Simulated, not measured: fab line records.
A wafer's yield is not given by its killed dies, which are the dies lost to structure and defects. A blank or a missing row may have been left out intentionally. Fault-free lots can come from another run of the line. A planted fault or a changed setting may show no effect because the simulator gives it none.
The tool behind it: which one? | flow nand harc | 21 lots with 63 wafers sampled at 6 steps, on a route of 1302 steps

WHAT THE GAUGES READ, wafer by wafer
The record lacks any reading of a measuring or inspecting step that a usual standard deviation could be used to judge.

EACH LOT AND THE TOOL THAT RAN IT (in order: tool; ch and the chambers of the sampled wafers; start)
lot  | NHARC_A_STAIRCASE_TRIM_224                    | NHARC_A_STAIRCASE_DESCUM_252       | NHARC_A_STAIRCASE_ETCH_292         | NHARC_A_STAIRCASE_ALD_420        | NHARC_A_STAIRCASE_DEP_151       | NHARC_A_STAIRCASE_DESCUM_443
L074 | rie diel-01 ch 2,3, day 16 04:40 or earlier   | rie diel-01 ch 1,2, day 16 04:40   | rie diel-04 ch 1,2,3, day 17 01:53 | ald hk-02 ch 0,1, day 17 15:02   | pecvd-01 ch 1,2, day 17 23:10   | rie diel-04 ch 0,1, day 19 07:49
L076 | rie diel-04 ch 2,3, day 17 04:08 or earlier   | rie diel-04 ch 2,3, day 17 04:08   | rie diel-04 ch 0,2,3, day 17 15:33 | ald hk-04 ch 1,2, day 18 04:56   | pecvd-04 ch 0,1, day 18 13:07   | rie diel-05 ch 0,3, day 19 17:49
L077 | rie diel-04 ch 0,1,2, day 17 06:04 or earlier | rie diel-04 ch 0,1,2, day 17 06:04 | rie diel-01 ch 0,1,2, day 17 17:14 | ald hk-04 ch 0,1,2, day 18 08:31 | pecvd-04 ch 0,1, day 18 16:26   | rie diel-04 ch 0,1,3, day 19 17:34
L078 | rie diel-01 ch 1,2,3, day 17 12:11 or earlier | rie diel-04 ch 1,2,3, day 17 12:11 | rie diel-04 ch 0,2,3, day 17 23:53 | ald hk-04 ch 0,1,2, day 18 11:39 | pecvd-03 ch 0,1,2, day 18 19:49 | rie diel-05 ch 0,1,2, day 20 01:30
L080 | rie diel-01 ch 0,1,2, day 18 19:19 or earlier | rie diel-01 ch 0,2,3, day 18 19:19 | rie diel-01 ch 0,1, day 19 10:00   | ald hk-02 ch 0,2,3, day 19 21:56 | pecvd-03 ch 1,2, day 20 05:46   | rie diel-04 ch 2,3, day 21 08:31
L079 | rie diel-01 ch 0,2,3, day 19 01:08 or earlier | rie diel-04 ch 0,2,3, day 19 01:08 | rie diel-01 ch 1,3, day 19 19:38   | ald hk-04 ch 0,2,3, day 20 08:20 | pecvd-04 ch 0,1,2, day 20 17:22 | rie diel-01 ch 0,3, day 21 16:31
L082 | rie diel-01 ch 0,3, day 20 04:02 or earlier   | rie diel-04 ch 0,2, day 20 04:02   | rie diel-05 ch 0,2, day 20 17:08   | ald hk-03 ch 0,1, day 21 05:23   | pecvd-03 ch 0,1, day 21 13:32   | rie diel-01 ch 1,2, day 22 17:50
L083 | rie diel-04 ch 2,3, day 20 04:15 or earlier   | rie diel-01 ch 1,2, day 20 04:15   | rie diel-04 ch 2,3, day 20 17:17   | ald hk-03 ch 0,1,3, day 21 07:48 | pecvd-01 ch 0,1,2, day 21 13:44 | rie diel-05 ch 1,2,3, day 22 17:42
L084 | rie diel-05 ch 0,2,3, day 20 14:26 or earlier | rie diel-05 ch 0,2,3, day 20 14:26 | rie diel-05 ch 0,1,2, day 21 02:35 | ald hk-04 ch 0,2,3, day 21 14:45 | pecvd-03 ch 0,1, day 21 22:42   | rie diel-05 ch 0,1,3, day 23 00:26
L086 | rie diel-05 ch 0,1, day 21 00:25 or earlier   | rie diel-01 ch 0,3, day 21 00:25   | rie diel-01 ch 0,1,3, day 21 10:16 | ald hk-03 ch 0,1,3, day 21 22:19 | pecvd-03 ch 0,1,2, day 22 07:00 | rie diel-05 ch 0,2,3, day 23 09:56
L088 | rie diel-04 ch 0,1,3, day 21 22:48 or earlier | rie diel-05 ch 0,1,2, day 21 22:48 | rie diel-05 ch 1,2,3, day 22 14:13 | ald hk-04 ch 0,1,3, day 23 12:34 | pecvd-03 ch 0,1,2, day 23 18:11 | rie diel-05 ch 1,2, day 24 19:54
L087 | rie diel-01 ch 2,3, day 22 00:26 or earlier   | rie diel-01 ch 1,2,3, day 22 00:26 | rie diel-04 ch 0,3, day 22 15:41   | ald hk-04 ch 0,1,2, day 23 11:02 | pecvd-01 ch 0,1,2, day 23 18:05 | rie diel-04 ch 1,3, day 24 19:35
L089 | rie diel-01 ch 0,1,2, day 22 01:21 or earlier | rie diel-05 ch 0,2,3, day 22 01:21 | rie diel-05 ch 0,2,3, day 22 20:44 | ald hk-04 ch 0,1,3, day 23 10:15 | pecvd-04 ch 0,2, day 23 18:17   | rie diel-01 ch 2,3, day 24 19:26
L090 | rie diel-01 ch 0,2,3, day 22 17:06 or earlier | rie diel-01 ch 0,1, day 22 17:06   | rie diel-05 ch 0,1,3, day 23 07:43 | ald hk-02 ch 1,2,3, day 23 19:44 | pecvd-01 ch 1,2, day 24 03:58   | rie diel-01 ch 0,1, day 25 08:01
L091 | rie diel-04 ch 0,2, day 23 06:01 or earlier   | rie diel-05 ch 0,1,2, day 23 06:01 | rie diel-01 ch 0,2,3, day 23 22:03 | ald hk-03 ch 0,1,2, day 24 10:46 | pecvd-04 ch 1,2, day 24 18:55   | rie diel-01 ch 0,1, day 26 03:15
L093 | rie diel-04 ch 1,2,3, day 23 22:56 or earlier | rie diel-04 ch 0,1,2, day 23 22:56 | rie diel-04 ch 1,2,3, day 24 12:44 | ald hk-02 ch 2,3, day 25 05:41   | pecvd-04 ch 0,1,2, day 25 13:40 | rie diel-05 ch 0,1,2, day 26 22:25
L092 | rie diel-04 ch 2,3, day 24 03:33 or earlier   | rie diel-04 ch 1,2,3, day 24 03:33 | rie diel-01 ch 1,2,3, day 24 17:04 | ald hk-04 ch 0,1,2, day 25 05:38 | pecvd-01 ch 0,1,2, day 25 13:40 | rie diel-04 ch 0,1, day 26 22:29
L094 | rie diel-05 ch 1,2, day 24 11:34 or earlier   | rie diel-04 ch 1,2, day 24 11:34   | rie diel-04 ch 0,1, day 24 23:22   | ald hk-04 ch 0,3, day 25 12:21   | pecvd-01 ch 0,1, day 25 20:38   | rie diel-01 ch 1,2,3, day 26 22:26
L095 | rie diel-01 ch 0,2,3, day 25 10:26 or earlier | rie diel-04 ch 0,2,3, day 25 10:26 | rie diel-01 ch 0,2,3, day 26 01:06 | ald hk-03 ch 0,2,3, day 26 21:24 | pecvd-04 ch 0,2, day 27 04:17   | rie diel-01 ch 2,3, day 28 03:16
L096 | rie diel-04 ch 1,2, day 25 13:41 or earlier   | rie diel-04 ch 1,2,3, day 25 13:41 | rie diel-04 ch 1,2,3, day 26 03:50 | ald hk-03 ch 0,1,2, day 26 20:17 | pecvd-01 ch 1,2, day 27 04:16   | rie diel-05 ch 0,1,2, day 28 03:06
L097 | rie diel-05 ch 1,2,3, day 25 23:50 or earlier | rie diel-04 ch 0,1,3, day 25 23:50 | rie diel-05 ch 1,2,3, day 26 14:12 | ald hk-02 ch 0,1,2, day 27 06:50 | pecvd-03 ch 0,1,2, day 27 15:56 | rie diel-04 ch 2,3, day 28 15:08
- NHARC_A_STAIRCASE_TRIM_224: chemistry O2, time 211.2 s.
- NHARC_A_STAIRCASE_DESCUM_252: chemistry O2, time 3 s.
- NHARC_A_STAIRCASE_ETCH_292: etches the open film in CF4/CHF3.
- NHARC_A_STAIRCASE_ALD_420: deposits SiO2, target thk 20 nm, pulse time 6 s, ald cycles 200.
- NHARC_A_STAIRCASE_DEP_151: deposits SiO2, target thk 7200 nm.
- NHARC_A_STAIRCASE_DESCUM_443: chemistry O2, time 3 s.

AS READ BY THE TOOLS THEMSELVES (means over the sampled wafers that have a number; for cases with no such wafer, the mark the record gives instead)
NHARC_A_STAIRCASE_TRIM_224. Usual: drypump motor current A 5.9 A, standard deviation 0.53; mfc ar sccm 0.008 sccm, standard deviation 0.011; oes product au 0.999 a.u., standard deviation 0.012; rf vpp V 57.6 V, standard deviation 0.98; showerhead plenum p Torr 3.50 Torr, standard deviation 0.13; throttle valve pct 17.037 %, standard deviation 0.0088.
lot  | tool        | drypump motor current A (A) | mfc ar sccm (sccm) | oes product au (a.u.) | rf vpp V (V) | showerhead plenum p Torr (Torr) | throttle valve pct (%) | flag
L074 | rie diel-01 | 6.2                         | 0.000              | 1.004                 | 57.7         | 3.48                            | 17.037                 |
L076 | rie diel-04 | 5.7                         | 0.013              | 0.995                 | 57.2         | 3.66                            | 17.034                 |
L077 | rie diel-04 | 5.4                         | 0.012              | 1.002                 | 58.0         | 3.50                            | 17.036                 |
L078 | rie diel-01 | 6.2                         | 0.000              | 1.009                 | 57.7         | 3.49                            | 17.040                 |
L080 | rie diel-01 | 6.3                         | 0.001              | 1.008                 | 57.5         | 3.43                            | 17.035                 |
L079 | rie diel-01 | 6.4                         | 0.001              | 0.996                 | 57.1         | 3.43                            | 17.043                 |
L082 | rie diel-01 | 6.6                         | 0.002              | 1.007                 | 57.5         | 3.37                            | 17.030                 |
L083 | rie diel-04 | 6.1                         | 0.010              | 0.979                 | 58.0         | 3.72                            | 17.035                 |
L084 | rie diel-05 | 5.6                         | 0.011              | 0.996                 | 57.1         | 3.41                            | 17.028                 |
L086 | rie diel-05 | 5.3                         | 0.021              | 0.999                 | 58.8         | 3.51                            | 17.049                 |
L088 | rie diel-04 | 5.9                         | 0.009              | 0.999                 | 57.7         | 3.55                            | 17.030                 |
L087 | rie diel-01 | 6.3                         | 0.000              | 1.005                 | 57.6         | 3.47                            | 17.041                 |
L089 | rie diel-01 | 6.3                         | 0.001              | 1.010                 | 57.0         | 3.42                            | 17.037                 |
L090 | rie diel-01 | 6.4                         | 0.001              | 1.005                 | 57.4         | 3.41                            | 17.033                 |
L091 | rie diel-04 | 5.3                         | 0.018              | 1.005                 | 58.1         | 3.52                            | 17.045                 |
L093 | rie diel-04 | 5.8                         | 0.008              | 1.003                 | 58.1         | 3.59                            | 17.038                 |
L092 | rie diel-04 | 5.7                         | 0.013              | 1.002                 | 56.7         | 3.63                            | 17.041                 |
L094 | rie diel-05 | 5.2                         | 0.033              | 0.990                 | 56.7         | 3.48                            | 17.038                 |
L095 | rie diel-01 | 6.4                         | 0.001              | 0.998                 | 57.1         | 3.40                            | 17.034                 |
L096 | rie diel-04 | 5.5                         | 0.006              | 1.008                 | 57.7         | 3.46                            | 17.032                 |
L097 | rie diel-05 | 5.3                         | 0.022              | 0.992                 | 57.6         | 3.65                            | 17.039                 |

NHARC_A_STAIRCASE_DESCUM_252. Usual: drypump motor current A 5.9 A, standard deviation 0.52; mfc ar sccm 0.008 sccm, standard deviation 0.011; oes product au 1.001 a.u., standard deviation 0.013; rf vpp V 57.8 V, standard deviation 0.85; showerhead plenum p Torr 1.89 Torr, standard deviation 0.076; throttle valve pct 11.312 %, standard deviation 0.0089.
lot  | tool        | drypump motor current A (A) | mfc ar sccm (sccm) | oes product au (a.u.) | rf vpp V (V) | showerhead plenum p Torr (Torr) | throttle valve pct (%) | flag
L074 | rie diel-01 | 6.1                         | 0.000              | 0.994                 | 57.9         | 1.89                            | 11.309                 |
L076 | rie diel-04 | 5.7                         | 0.013              | 1.002                 | 57.1         | 1.99                            | 11.319                 |
L077 | rie diel-04 | 5.5                         | 0.012              | 1.002                 | 58.1         | 1.90                            | 11.318                 |
L078 | rie diel-04 | 5.8                         | 0.008              | 0.992                 | 58.1         | 1.96                            | 11.311                 |
L080 | rie diel-01 | 6.4                         | 0.001              | 1.004                 | 57.6         | 1.86                            | 11.317                 |
L079 | rie diel-04 | 5.7                         | 0.014              | 0.981                 | 58.7         | 1.96                            | 11.307                 |
L082 | rie diel-04 | 5.3                         | 0.018              | 0.997                 | 57.7         | 1.92                            | 11.315                 |
L083 | rie diel-01 | 6.2                         | 0.000              | 1.013                 | 58.0         | 1.88                            | 11.311                 |
L084 | rie diel-05 | 5.7                         | 0.011              | 0.995                 | 57.7         | 1.84                            | 11.317                 |
L086 | rie diel-01 | 6.5                         | 0.001              | 1.010                 | 57.8         | 1.85                            | 11.307                 |
L088 | rie diel-05 | 5.5                         | 0.022              | 0.997                 | 58.0         | 1.84                            | 11.308                 |
L087 | rie diel-01 | 6.2                         | 0.000              | 1.013                 | 57.4         | 1.88                            | 11.316                 |
L089 | rie diel-05 | 5.6                         | 0.011              | 0.995                 | 57.9         | 1.84                            | 11.315                 |
L090 | rie diel-01 | 6.5                         | 0.002              | 1.016                 | 56.9         | 1.82                            | 11.302                 |
L091 | rie diel-05 | 5.5                         | 0.022              | 0.994                 | 56.8         | 1.84                            | 11.303                 |
L093 | rie diel-04 | 5.4                         | 0.012              | 1.011                 | 58.1         | 1.88                            | 11.312                 |
L092 | rie diel-04 | 5.8                         | 0.008              | 1.007                 | 58.3         | 1.95                            | 11.311                 |
L094 | rie diel-04 | 5.4                         | 0.011              | 1.002                 | 57.1         | 1.90                            | 11.317                 |
L095 | rie diel-04 | 5.7                         | 0.014              | 1.005                 | 58.9         | 1.95                            | 11.315                 |
L096 | rie diel-04 | 5.8                         | 0.008              | 1.005                 | 58.0         | 1.94                            | 11.316                 |
L097 | rie diel-04 | 5.9                         | 0.009              | 1.001                 | 58.4         | 1.92                            | 11.309                 |

NHARC_A_STAIRCASE_ETCH_292. Usual: value, then standard deviation, for each; bias w 200.0 W / 0.63; drypump motor current A 5.8 A / 0.54; mfc ar sccm 0.009 sccm / 0.012; oes product au 0.937 a.u. / 0.022; rf vpp V 370.1 V / 2.3; showerhead plenum p Torr 1.56 Torr / 0.064; throttle valve pct 16.803 % / 0.0083.
lot  | tool        | bias w (W) | drypump motor current A (A) | mfc ar sccm (sccm) | oes product au (a.u.) | rf vpp V (V) | showerhead plenum p Torr (Torr) | throttle valve pct (%) | flag
L074 | rie diel-04 | 200.3      | 5.8                         | 0.008              | 0.937                 | 371.1        | 1.61                            | 16.789                 |
L076 | rie diel-04 | 199.7      | 5.7                         | 0.014              | 0.926                 | 371.4        | 1.62                            | 16.800                 |
L077 | rie diel-01 | 200.1      | 6.3                         | 0.001              | 0.982                 | 369.5        | 1.53                            | 16.809                 |
L078 | rie diel-04 | 200.2      | 5.8                         | 0.014              | 0.966                 | 371.8        | 1.61                            | 16.800                 |
L080 | rie diel-01 | 199.4      | 6.5                         | 0.002              | 0.918                 | 368.5        | 1.51                            | 16.802                 |
L079 | rie diel-01 | 199.4      | 6.2                         | 0.000              | 0.918                 | 370.3        | 1.56                            | 16.807                 |
L082 | rie diel-05 | 199.9      | 5.9                         | 0.011              | 0.924                 | 367.1        | 1.48                            | 16.794                 |
L083 | rie diel-04 | 200.9      | 6.2                         | 0.010              | 0.910                 | 373.5        | 1.66                            | 16.805                 |
L084 | rie diel-05 | 199.2      | 5.5                         | 0.022              | 0.969                 | 369.0        | 1.52                            | 16.807                 |
L086 | rie diel-01 | 200.0      | 6.4                         | 0.001              | 0.931                 | 369.4        | 1.53                            | 16.797                 |
L088 | rie diel-05 | 200.1      | 5.3                         | 0.022              | 0.920                 | 369.8        | 1.55                            | 16.802                 |
L087 | rie diel-04 | 200.3      | 6.2                         | 0.011              | 0.913                 | 372.6        | 1.64                            | 16.814                 |
L089 | rie diel-05 | 200.1      | 5.6                         | 0.011              | 0.935                 | 369.0        | 1.51                            | 16.800                 |
L090 | rie diel-05 | 200.0      | 5.3                         | 0.011              | 0.916                 | 369.9        | 1.56                            | 16.800                 |
L091 | rie diel-01 | 200.0      | 6.4                         | 0.001              | 0.942                 | 369.3        | 1.52                            | 16.805                 |
L093 | rie diel-04 | 200.5      | 5.8                         | 0.008              | 0.925                 | 371.8        | 1.60                            | 16.802                 |
L092 | rie diel-01 | 200.3      | 6.2                         | 0.000              | 0.958                 | 368.5        | 1.55                            | 16.806                 |
L094 | rie diel-04 | 200.3      | 5.5                         | 0.013              | 0.930                 | 368.8        | 1.53                            | 16.800                 |
L095 | rie diel-01 | 200.5      | 6.4                         | 0.001              | 0.920                 | 369.4        | 1.51                            | 16.804                 |
L096 | rie diel-04 | 199.6      | 5.8                         | 0.008              | 0.933                 | 372.1        | 1.59                            | 16.799                 |
L097 | rie diel-05 | 199.4      | 5.3                         | 0.022              | 0.962                 | 371.6        | 1.63                            | 16.806                 |

NHARC_A_STAIRCASE_ALD_420. Usual: heater power w 470 W, standard deviation 37; precursor pulse height rel 1.000, standard deviation 0.018.
lot  | tool      | heater power w (W) | precursor pulse height rel | flag
L074 | ald hk-02 | 502                | 1.028                      |
L076 | ald hk-04 | 465                | 1.015                      |
L077 | ald hk-04 | 477                | 1.004                      |
L078 | ald hk-04 | 481                | 1.007                      |
L080 | ald hk-02 | 501                | 0.996                      |
L079 | ald hk-04 | 481                | 1.017                      |
L082 | ald hk-03 | 452                | 0.996                      |
L083 | ald hk-03 | 450                | 0.995                      |
L084 | ald hk-04 | 484                | 0.985                      |
L086 | ald hk-03 | 448                | 1.004                      |
L088 | ald hk-04 | 461                | 1.026                      |
L087 | ald hk-04 | 469                | 0.991                      |
L089 | ald hk-04 | 461                | 0.988                      |
L090 | ald hk-02 | 476                | 1.004                      |
L091 | ald hk-03 | 483                | 1.003                      |
L093 | ald hk-02 | 480                | 1.011                      |
L092 | ald hk-04 | 470                | 1.008                      |
L094 | ald hk-04 | 481                | 1.024                      |
L095 | ald hk-03 | 442                | 0.988                      |
L096 | ald hk-03 | 461                | 0.990                      |
L097 | ald hk-02 | 490                | 1.022                      |

NHARC_A_STAIRCASE_DEP_151. Usual: heater power w 620 W, standard deviation 100.
lot  | tool     | heater power w (W) | flag
L074 | pecvd-01 | 627                |
L076 | pecvd-04 | 670                |
L077 | pecvd-04 | 694                |
L078 | pecvd-03 | 586                |
L080 | pecvd-03 | 498                |
L079 | pecvd-04 | 706                |
L082 | pecvd-03 | 536                |
L083 | pecvd-01 | 587                |
L084 | pecvd-03 | 506                |
L086 | pecvd-03 | 512                |
L088 | pecvd-03 | 544                |
L087 | pecvd-01 | 657                |
L089 | pecvd-04 | 684                |
L090 | pecvd-01 | 689                |
L091 | pecvd-04 | 710                |
L093 | pecvd-04 | 675                |
L092 | pecvd-01 | 619                |
L094 | pecvd-01 | 595                |
L095 | pecvd-04 | 659                |
L096 | pecvd-01 | 701                |
L097 | pecvd-03 | 539                |

NHARC_A_STAIRCASE_DESCUM_443. Usual: drypump motor current A 5.8 A, standard deviation 0.54; mfc ar sccm 0.011 sccm, standard deviation 0.013; oes product au 0.998 a.u., standard deviation 0.011; rf vpp V 57.7 V, standard deviation 0.88; showerhead plenum p Torr 1.89 Torr, standard deviation 0.083; throttle valve pct 11.311 %, standard deviation 0.0091.
lot  | tool        | drypump motor current A (A) | mfc ar sccm (sccm) | oes product au (a.u.) | rf vpp V (V) | showerhead plenum p Torr (Torr) | throttle valve pct (%) | flag
L074 | rie diel-04 | 5.5                         | 0.013              | 0.994                 | 57.6         | 1.87                            | 11.305                 |
L076 | rie diel-05 | 5.5                         | 0.000              | 0.995                 | 56.8         | 1.91                            | 11.310                 |
L077 | rie diel-04 | 5.9                         | 0.009              | 0.992                 | 57.3         | 1.93                            | 11.309                 |
L078 | rie diel-05 | 5.5                         | 0.022              | 0.993                 | 58.0         | 1.84                            | 11.316                 |
L080 | rie diel-04 | 5.7                         | 0.013              | 0.996                 | 58.2         | 1.98                            | 11.311                 |
L079 | rie diel-01 | 6.4                         | 0.001              | 0.998                 | 57.0         | 1.85                            | 11.312                 |
L082 | rie diel-01 | 6.1                         | 0.000              | 1.013                 | 57.2         | 1.88                            | 11.315                 |
L083 | rie diel-05 | 5.3                         | 0.022              | 0.998                 | 57.2         | 1.89                            | 11.313                 |
L084 | rie diel-05 | 5.4                         | 0.011              | 0.988                 | 58.4         | 1.90                            | 11.317                 |
L086 | rie diel-05 | 5.6                         | 0.011              | 0.994                 | 57.4         | 1.84                            | 11.306                 |
L088 | rie diel-05 | 5.2                         | 0.033              | 0.997                 | 57.8         | 1.88                            | 11.310                 |
L087 | rie diel-04 | 5.9                         | 0.002              | 1.006                 | 59.0         | 1.92                            | 11.317                 |
L089 | rie diel-01 | 6.2                         | 0.000              | 0.992                 | 58.1         | 1.87                            | 11.310                 |
L090 | rie diel-01 | 6.3                         | 0.001              | 1.000                 | 57.7         | 1.85                            | 11.316                 |
L091 | rie diel-01 | 6.5                         | 0.002              | 0.993                 | 57.8         | 1.81                            | 11.310                 |
L093 | rie diel-05 | 5.5                         | 0.022              | 0.989                 | 58.7         | 1.93                            | 11.306                 |
L092 | rie diel-04 | 5.6                         | 0.007              | 1.003                 | 57.2         | 1.85                            | 11.309                 |
L094 | rie diel-01 | 6.2                         | 0.000              | 1.004                 | 56.8         | 1.87                            | 11.308                 |
L095 | rie diel-01 | 6.3                         | 0.000              | 0.994                 | 57.6         | 1.87                            | 11.314                 |
L096 | rie diel-05 | 5.5                         | 0.022              | 1.000                 | 57.9         | 1.93                            | 11.317                 |
L097 | rie diel-04 | 6.1                         | 0.010              | 1.004                 | 58.1         | 2.00                            | 11.310                 |

THE ANSWER, worked out from the rows above alone
Rule: lot off if the mean of its wafers having a number is beyond 3 standard deviations from the usual mean. A lot without any number at a reading at which 4 lots or more have one is off too. All remaining lots with rows at the step are treated as sound. The gauges are gone through in route order, then the tools' own readings, and for those a lot's mean is taken as printed above. The first step at which some lot is off is used, and at that step the reading that is off furthest; a lot without a number counts as furthest.
Across all readings shown, no lot is off: no conclusion can be drawn from this.

WHAT THE SIMULATOR HAD PUT IN
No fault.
